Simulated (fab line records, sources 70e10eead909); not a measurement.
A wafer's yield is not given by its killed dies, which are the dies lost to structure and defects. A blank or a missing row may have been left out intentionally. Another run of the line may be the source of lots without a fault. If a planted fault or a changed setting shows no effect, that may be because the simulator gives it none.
Which tool was responsible? | flow nand harc | 18 wafers from 6 lots sampled at 5 of the route's 1302 steps

## WHAT EACH GAUGE READ, for each wafer
NHARC_END_SORT_01.
lot  | measured     | on        | killed at array
L475 | day 25 05:35 | prober-02 | 71 80 82
L480 | day 31 01:16 | prober-01 | 94 64 88
L482 | day 31 17:33 | prober-01 | 50 63 67
L491 | day 32 08:30 | prober-02 | 85 83 75
L493 | day 33 07:53 | prober-01 | 69 68 74
L497 | day 34 15:43 | prober-02 | 43 38 40

## WHICH TOOL RAN EACH LOT (tool, then ch and the chambers of the sampled wafers, then the start)
lot  | NHARC_A_STAIRCASE_DESCUM_11        | NHARC_A_STAIRCASE_ETCH_13                     | NHARC_A_STAIRCASE_TRIM_14                     | NHARC_A_STAIRCASE_TRIM_22
L475 | rie diel-03 ch 0,2,3, day 16 09:27 | rie diel-03 ch 1,2, day 16 11:01 or earlier   | rie diel-03 ch 1,2, day 16 11:01 or earlier   | rie diel-04 ch 0,3, day 16 11:01
L480 | rie diel-04 ch 0,3, day 18 12:26   | rie diel-04 ch 1,3, day 18 14:46 or earlier   | rie diel-04 ch 0,1,3, day 18 14:46 or earlier | rie diel-04 ch 0,3, day 18 14:46
L482 | rie diel-10 ch 1,2,3, day 19 07:04 | rie diel-10 ch 1,3, day 19 08:52 or earlier   | rie diel-10 ch 1,2, day 19 08:52 or earlier   | rie diel-04 ch 0,1,3, day 19 08:52
L491 | rie diel-03 ch 0,1,2, day 22 04:33 | rie diel-03 ch 1,2,3, day 22 05:58 or earlier | rie diel-03 ch 1,3, day 22 05:58 or earlier   | rie diel-04 ch 1,3, day 22 05:58
L493 | rie diel-03 ch 0,1,2, day 24 00:15 | rie diel-03 ch 0,2,3, day 24 01:40 or earlier | rie diel-03 ch 0,3, day 24 01:40 or earlier   | rie diel-04 ch 0,1,3, day 24 01:40
L497 | rie diel-04 ch 1,2,3, day 25 23:28 | rie diel-04 ch 1,2,3, day 26 00:51 or earlier | rie diel-04 ch 0,1,3, day 26 00:51 or earlier | rie diel-04 ch 0,2,3, day 26 00:51
- NHARC_A_STAIRCASE_DESCUM_11: chemistry O2, time 3 s.
- NHARC_A_STAIRCASE_ETCH_13: etches the open film in C4F8/O2, target depth 100 nm, time 40.5 s.
- NHARC_A_STAIRCASE_TRIM_14: chemistry O2, time 211.2 s.
- NHARC_A_STAIRCASE_TRIM_22: chemistry O2, time 211.2 s.

## THE ANSWER, worked out from the rows above alone
Rule: the lots themselves supply what counts as usual. Put in order of their means at a reading, lots are off if they are a third of the lots or fewer, leave a main group of 4 or more, and stand apart from it by a gap of 3 or more times the standard deviation of the main group's means; of several such gaps the widest counts. The tables above print the reading to a certain number of digits; a main group whose means all agree to those digits is not used. A lot without any number at a reading at which 4 lots or more have one is off too. The other lots that the step has rows for count as sound.
Nothing can be told from this: no lot is off at any reading shown.

## WHAT THE SIMULATOR PUT IN
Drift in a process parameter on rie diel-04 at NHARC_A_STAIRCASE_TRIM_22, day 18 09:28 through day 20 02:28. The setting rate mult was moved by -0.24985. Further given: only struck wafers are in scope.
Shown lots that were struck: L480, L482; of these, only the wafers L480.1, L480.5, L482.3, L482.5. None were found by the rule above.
